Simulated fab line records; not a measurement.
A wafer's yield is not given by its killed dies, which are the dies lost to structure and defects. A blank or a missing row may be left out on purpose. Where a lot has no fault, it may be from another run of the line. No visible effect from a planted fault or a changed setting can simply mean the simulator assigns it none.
fab line records	flow nand_harc
record lots=14	wafers=42	last_day=24
route steps=1159 shown A_ONON_D1@429 A_CHANNEL_HOLE_D1@468 A_CHANNEL_FILL_D1@495
lots with no fault: from the same line, run without faults
start_h: the number of hours between the record's first day and the start of the first shown wafer of the lot	wait_h: hours elapsed since this lot's preceding step	" unchanged from the row above	L1.1+2: a row that stands for several wafers	- no value present, or no start provided	* or withheld: withheld	< > ~ a bound
route shown NAME@n: NAME is a module with steps in the file, n the number in the route of the first one	usual: mean/standard deviation of fault-free wafers	same: alike in all rows	chamber/n: place in a boat	sites: per-site readings	_std_site: the standard deviation of these	_edge_site: mean of outer sites minus mean of inner sites	radius_mm: for every site, how far away it sits from the centre of the wafer	mask NAME#n: copy n	behind: tool/chamber where the wafer was last shaped	hold: reason for holding the lot/hours on hold/outcome of the hold	device: the transistor (n, p or np) that didn't switch	end of line: tests of these same wafers at the route's end	a step without rows: its recipe alone	killed: count of dies lost to structure and defects at first sort (not the wafer's yield)	map: shows each die of a wafer: x if killed, . if not, _ if none is there
set.NAME: setting as actually run; set.NAME@STEP: the setting as run at that earlier step	model.NAME: the simulator's own value behind a step, which no gauge read
one table for each step of the route and one row for each wafer, over a sample of lots
services: when a tool's chamber went out of use (start_h, in hours from the record's first day, below 0 if earlier), for how many hours, and the reason
## steps
# step NHARC_A_ONON_D1_THK_MEAS_08
# recipe thk_meas_gauge=ellipsometry
# usual thk_nm=1001/8.5
lot.wafer	tool	chamber	start_h	wait_h	thk_nm
L769.2	film_metro-01	-	157.36	-	990
L769.4	"	-	"	"	989
L769.5	"	-	"	"	989
L770.3	film_metro-02	-	169.26	-	1008
L770.4	"	-	"	"	1008
L770.6	"	-	"	"	1007
L773.3	film_metro-01	-	173.38	-	1018
L773.4	"	-	"	"	1016
L773.5	"	-	"	"	1016
L772.1	film_metro-02	-	173.44	-	993
L772.2	"	-	"	"	993
L772.4	"	-	"	"	994
L774.1	film_metro-02	-	198.40	-	1014
L774.5	"	-	"	"	1013
L774.6	"	-	"	"	1013
L775.3	film_metro-01	-	198.54	-	996
L775.4	"	-	"	"	996
L775.5	"	-	"	"	995
L778.1	film_metro-02	-	217.16	-	993
L778.3	"	-	"	"	992
L778.5	"	-	"	"	993
L777.3	film_metro-01	-	217.22	-	1007
L777.4	"	-	"	"	1007
L777.6	"	-	"	"	1007
L781.2	film_metro-01	-	235.50	-	989
L781.4	"	-	"	"	989
L781.6	"	-	"	"	988
L780.3	film_metro-02	-	235.50	-	1003
L780.4	"	-	"	"	1003
L780.5	"	-	"	"	1004
L783.1	film_metro-02	-	249.39	-	1001
L783.4	"	-	"	"	1001
L783.5	"	-	"	"	1003
L788.1	film_metro-02	-	266.11	-	992
L788.2	"	-	"	"	992
L788.6	"	-	"	"	993
L789.1	film_metro-02	-	280.44	-	1013
L789.5	"	-	"	"	1012
L789.6	"	-	"	"	1009
L792.1	film_metro-02	-	290.18	-	999
L792.2	"	-	"	"	997
L792.4	"	-	"	"	997
# step NHARC_A_CHANNEL_HOLE_D1_ETCH_34
# recipe target_depth_a=1540	time_s=77	cf4_flow_sccm=100	chf3_flow_sccm=30	ar_flow_sccm=0	rf_w=500	bias_w=200	chemistry=CF4/CHF3
# usual bias_w=200.0/0.65	cf4_flow_sccm=99.99/0.28	drypump_motor_current_A=5.7/0.57	oes_product_au=0.944/0.023	rf_vpp_V=369.8/2.1	showerhead_plenum_p_Torr=1.55/0.059	throttle_valve_pct=16.803/0.0086
lot.wafer	tool	chamber	start_h	wait_h	bias_w	cf4_flow_sccm	drypump_motor_current_A	oes_product_au	rf_hours_counter_h	rf_vpp_V	showerhead_plenum_p_Torr	throttle_valve_pct
L769.2	rie_diel-02	2	-	-	198.9	100.13	5.9	0.956	2	371.9	1.62	16.810
L769.4	"	0	"	"	199.5	99.93	5.8	0.979	2	369.9	1.57	16.812
L769.5	"	1	"	"	199.9	100.31	5.5	0.949	-	371.1	1.58	16.814
L770.3	rie_diel-10	1	-	-	201.5	99.83	4.8	0.972	0	368.2	1.49	16.808
L770.4	"	2	"	"	200.1	100.25	5.7	0.983	0	367.1	1.48	16.799
L770.6	"	3	"	"	199.7	99.74	5.2	0.959	-	367.0	1.48	16.805
L773.3	rie_diel-01	2	-	-	199.4	100.12	6.7	0.953	2	371.3	1.57	16.801
L773.4	"	3	"	"	199.7	100.47	5.2	0.957	2	371.3	1.59	16.803
L773.5	"	0	"	"	200.5	100.16	6.7	0.983	-	372.9	1.67	16.803
L772.4	rie_diel-10	2	-	-	199.9	100.06	5.7	0.983	1	366.5	1.48	16.813
L772.1	"	3	"	"	199.9	100.11	5.2	0.967	1	365.4	1.48	16.802
L772.2	"	0	"	"	201.0	100.44	5.5	0.968	1	372.0	1.61	16.792
L775.4	rie_diel-10	0	-	-	199.2	100.19	5.5	0.938	2	370.0	1.61	16.805
L775.3	"	3	"	"	200.0	99.97	5.2	0.957	2	366.9	1.48	16.809
L775.5	"	1	"	"	200.3	99.96	4.8	0.946	-	368.7	1.49	16.804
L774.1	rie_diel-10	2	-	-	198.5	99.79	5.7	0.958	3	368.8	1.48	16.796
L774.6	"	1	"	"	198.8	100.14	4.8	0.962	-	366.9	1.49	16.806
L774.5	"	2	"	"	199.2	100.25	5.7	0.957	-	367.3	1.48	16.818
L777.3	rie_diel-02	2	-	-	200.1	99.26	5.9	0.983	5	370.7	1.61	16.800
L777.4	"	3	"	"	200.4	100.13	5.2	0.963	6	368.8	1.49	16.782
L777.6	"	3	"	"	200.6	99.51	5.2	0.962	-	367.2	1.49	16.804
L778.1	rie_diel-01	2	-	-	200.8	100.17	6.7	0.971	5	369.6	1.57	16.799
L778.3	"	0	"	"	200.7	100.21	6.7	0.959	5	373.1	1.67	16.808
L778.5	"	2	"	"	200.8	100.14	6.7	0.972	-	370.9	1.57	16.788
L781.4	rie_diel-10	2	-	-	201.1	99.60	5.8	0.966	4	367.3	1.48	16.779
L781.2	"	3	"	"	200.2	99.97	5.2	0.990	4	366.9	1.48	16.805
L781.6	"	2	"	"	200.4	99.37	5.8	0.966	-	367.1	1.48	16.804
L780.3	rie_diel-01	0	-	-	199.0	99.79	6.7	0.922	7	373.9	1.67	16.807
L780.4	"	3	"	"	198.9	99.99	5.2	0.922	7	372.2	1.59	16.798
L780.5	"	0	"	"	199.6	100.14	6.7	0.921	-	374.9	1.67	16.786
L783.1	rie_diel-10	0	-	-	200.4	100.08	5.5	0.928	5	372.2	1.61	16.788
L783.4	"	0	"	"	199.1	99.56	5.5	0.922	-	371.6	1.61	16.802
L783.5	"	1	"	"	201.2	99.74	4.8	0.928	-	368.0	1.49	16.798
L788.1	rie_diel-02	1	-	-	199.3	100.07	5.5	0.914	8	370.1	1.57	16.796
L788.2	"	0	"	"	199.9	99.70	5.8	0.929	10	369.4	1.57	16.798
L788.6	"	3	"	"	199.9	100.31	5.2	0.912	-	367.2	1.49	16.814
L789.1	rie_diel-10	0	-	-	200.4	100.13	5.5	0.930	6	371.4	1.61	16.803
L789.5	"	0	"	"	200.9	100.29	5.5	0.923	-	371.2	1.61	16.801
L789.6	"	1	"	"	200.1	100.31	4.8	0.921	-	367.5	1.49	16.802
L792.4	rie_diel-10	0	-	-	199.7	99.77	5.5	0.916	7	370.7	1.61	16.801
L792.1	"	1	"	"	200.2	100.37	4.8	0.919	8	368.8	1.49	16.804
L792.2	"	2	"	"	199.9	99.49	5.7	0.915	8	366.3	1.48	16.815
# step NHARC_A_CHANNEL_HOLE_D1_ETCH_16
# recipe target_depth_a=31000	over_etch_frac=0.3	time_s=806	ion_energy_ev=150	o2_flow_sccm=400	cos_flow_sccm=20	ar_flow_sccm=0	rf_w=500	bias_w=300	chemistry=O2/COS
# usual bias_w=300.0/0.93	chamber_pressure_mTorr=20.000/0.019	drypump_motor_current_A=5.7/0.58	oes_product_au=1.000/0.0068	rf_vpp_V=313.6/1.8	showerhead_plenum_p_Torr=3.08/0.11	throttle_valve_pct=28.331/0.0095
lot.wafer	tool	chamber	start_h	wait_h	bias_w	chamber_pressure_mTorr	drypump_motor_current_A	oes_product_au	rf_hours_counter_h	rf_vpp_V	showerhead_plenum_p_Torr	throttle_valve_pct
L769.4	rie_diel-02	2	172.00	-	301.0	19.975	5.9	1.009	2	314.9	3.20	28.301
L769.2	"	3	"	"	300.7	19.981	5.2	1.016	2	311.6	2.95	28.342
L769.5	"	0	"	"	300.6	19.980	5.8	1.002	-	313.2	3.11	28.318
L770.3	rie_diel-10	2	188.58	-	300.9	20.002	5.8	1.004	0	312.3	2.94	28.343
L770.4	"	0	"	"	298.3	20.013	5.5	0.995	0	314.1	3.19	28.316
L770.6	"	3	"	"	301.6	20.003	5.2	0.994	-	311.3	2.94	28.317
L773.3	rie_diel-01	3	194.38	-	301.3	20.013	5.2	0.991	2	314.3	3.15	28.336
L773.4	"	1	"	"	300.2	19.982	6.0	0.999	3	316.6	3.06	28.332
L773.5	"	3	"	"	300.0	20.003	5.2	0.990	-	314.2	3.15	28.332
L772.2	rie_diel-10	2	195.12	-	301.1	19.966	5.7	1.002	1	310.8	2.94	28.331
L772.1	"	3	"	"	299.8	19.977	5.2	0.987	1	311.9	2.94	28.328
L772.4	"	0	"	"	300.3	20.011	5.5	0.996	1	315.1	3.19	28.321
L775.3	rie_diel-10	1	213.31	-	299.6	19.983	4.8	0.996	2	311.8	2.95	28.311
L775.4	"	2	"	"	299.1	20.008	5.8	1.005	2	312.4	2.94	28.322
L775.5	"	2	"	"	299.8	20.009	5.8	1.008	-	312.0	2.94	28.332
L774.1	rie_diel-10	0	214.72	-	301.0	20.014	5.5	1.003	2	314.0	3.19	28.331
L774.6	"	1	"	"	299.6	20.013	4.8	1.003	-	311.2	2.95	28.354
L774.5	"	2	"	"	298.8	20.008	5.8	0.999	-	312.3	2.94	28.332
L777.4	rie_diel-02	1	231.73	-	301.1	20.022	5.5	1.006	6	313.9	3.12	28.332
L777.3	"	2	"	"	300.6	19.985	5.9	1.005	6	314.8	3.20	28.332
L777.6	"	2	"	"	299.9	19.993	5.9	0.995	-	315.6	3.20	28.341
L778.1	rie_diel-01	3	231.89	-	299.5	20.014	5.2	1.002	5	316.0	3.15	28.334
L778.3	"	2	"	"	299.6	19.991	6.7	1.003	5	314.2	3.11	28.327
L778.5	"	3	"	"	299.0	19.998	5.2	0.995	-	314.5	3.15	28.331
L781.2	rie_diel-10	1	250.81	-	300.8	19.995	4.8	0.997	4	310.9	2.95	28.326
L781.4	"	3	"	"	300.1	20.015	5.2	1.000	4	313.0	2.94	28.335
L781.6	"	1	"	"	300.5	19.995	4.8	0.998	-	311.3	2.95	28.352
L780.4	rie_diel-01	1	251.09	-	298.3	19.981	6.0	1.006	7	313.8	3.06	28.331
L780.3	"	2	"	"	299.0	20.012	6.7	1.010	7	313.4	3.11	28.325
L780.5	"	3	"	"	299.8	20.027	5.3	0.995	-	313.5	3.15	28.328
L783.1	rie_diel-10	1	265.65	-	299.9	19.981	4.8	0.991	5	312.4	2.95	28.345
L783.4	"	2	"	"	300.9	19.994	5.8	0.987	-	311.3	2.94	28.333
L783.5	"	1	"	"	300.5	20.007	4.8	0.997	-	312.0	2.95	28.313
L788.1	rie_diel-02	0	283.27	-	-	-	-	-	-	-	-	-
L788.2	"	3	"	"	-	-	-	-	-	-	-	-
L788.6	"	0	"	"	-	-	-	-	-	-	-	-
L789.1	rie_diel-10	1	295.11	-	-	-	-	-	-	-	-	-
L789.6	"	0	"	"	-	-	-	-	-	-	-	-
L789.5	"	1	"	"	-	-	-	-	-	-	-	-
L792.4	rie_diel-10	0	304.77	-	300.1	19.999	5.5	1.005	8	314.7	3.19	28.327
L792.2	"	1	"	"	299.0	19.988	4.8	0.996	8	311.5	2.95	28.320
L792.1	"	3	"	"	300.1	20.038	5.2	0.998	6	311.5	2.94	28.335
# step NHARC_A_CHANNEL_FILL_D1_ALD_15
# recipe target_thk_a=20	pulse_time_s=60	ald_cycles=19	temp_c=630	pressure_torr=2	material=SiNx
# usual precursor_pulse_height_rel=0.997/0.019
lot.wafer	tool	chamber	start_h	wait_h	precursor_pulse_height_rel
L769.2	ald_sin_batch-02	0	-	-	0.992
L769.4	"	0	"	"	1.015
L769.5	"	0	"	"	1.011
L770.3	ald_sin_batch-02	0	-	-	0.976
L770.4	"	0	"	"	0.991
L770.6	"	0	"	"	0.997
L773.3	ald_sin_batch-01	0	-	-	1.008
L773.4	"	0	"	"	0.981
L773.5	"	0	"	"	1.004
L772.1	ald_sin_batch-03	0	215.46	3.1	1.010
L772.2	"	0	"	"	0.960
L772.4	"	0	"	"	0.984
L775.3	ald_sin_batch-02	0	-	-	1.000
L775.4	"	0	"	"	0.993
L775.5	"	0	"	"	1.001
L774.1	ald_sin_batch-03	0	-	-	0.984
L774.5	"	0	"	"	1.030
L774.6	"	0	"	"	0.966
L777.3	ald_sin_batch-02	0	-	-	0.978
L777.4	"	0	"	"	1.010
L777.6	"	0	"	"	0.989
L778.1	ald_sin_batch-02	0	-	-	0.983
L778.3	"	0	"	"	0.996
L778.5	"	0	"	"	1.018
L780.3	ald_sin_batch-03	0	-	-	0.993
L780.4	"	0	"	"	0.978
L780.5	"	0	"	"	1.007
L781.2	ald_sin_batch-03	0	-	-	0.970
L781.4	"	0	"	"	1.015
L781.6	"	0	"	"	0.990
L783.1	ald_sin_batch-01	0	-	-	0.993
L783.4	"	0	"	"	0.983
L783.5	"	0	"	"	1.016
L792.1	ald_sin_batch-02	0	-	-	0.999
L792.2	"	0	"	"	1.024
L792.4	"	0	"	"	1.013
## services
tool	chamber	start_h	hours	kind
rie_diel-02	-	150.70	9.0	pm
rie_diel-10	0	155.50	-	clean
rie_diel-10	1	155.50	-	clean
rie_diel-10	2	155.50	-	clean
rie_diel-10	3	155.50	-	clean
rie_diel-10	-	176.50	9.0	pm
rie_diel-10	0	176.50	9.0	vent_cycle
rie_diel-10	1	176.50	9.0	vent_cycle
rie_diel-10	2	176.50	9.0	vent_cycle
rie_diel-10	3	176.50	9.0	vent_cycle
rie_diel-10	0	185.50	-	clean
rie_diel-10	1	185.50	-	clean
rie_diel-10	2	185.50	-	clean
rie_diel-10	3	185.50	-	clean
rie_diel-10	0	210.00	-	clean
rie_diel-10	1	210.00	-	clean
rie_diel-10	2	210.00	-	clean
rie_diel-10	3	210.00	-	clean
rie_diel-10	0	234.50	-	clean
rie_diel-02	2	259.86	31.5	repair
rie_diel-10	3	262.31	4.8	repair
rie_diel-01	-	314.80	9.0	pm
ald_sin_batch-03	-	315.36	26.0	pm
rie_diel-02	0	320.35	6.2	repair
## key
first_sign step=NHARC_A_CHANNEL_HOLE_D1_ETCH_16	reading=tool_record	direction=missing
effect none on later readings
met_at NHARC_A_CHANNEL_HOLE_D1_ETCH_16
struck_lots L788,L789
later_rows_left_out L788.1,L788.2,L788.6,L789.1,L789.5,L789.6
sort_left_out L788.1,L788.2,L788.6,L789.1,L789.5,L789.6
tester_left_out L788,L789
not_acting_at NHARC_A_ONON_D1_THK_MEAS_08,NHARC_A_CHANNEL_HOLE_D1_ETCH_34,NHARC_A_CHANNEL_FILL_D1_ALD_15
onset_between 265.65 283.27
fault kind=skipped_step_whole	tool=rie_diel-02,rie_diel-10	chamber=-	onset_h=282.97	steps=NHARC_A_CHANNEL_HOLE_D1_ETCH_16	scope=struck_lots_only
# tester_left_out: of these lots the tester's yield and bins aren't shown, on N5 and GAA mostly nor the transistor test; their killed dies are dies lost to structure and defects alone, not to doping, threshold or leakage, so they don't give the yield
# sort_left_out: the simulated sort isn't trusted on such a fault, so these wafers' sort isn't shown, and their yield isn't known
# later_rows_left_out: the simulator's readings of these wafers behind a module that went badly wrong aren't trusted and aren't shown, but for the sort
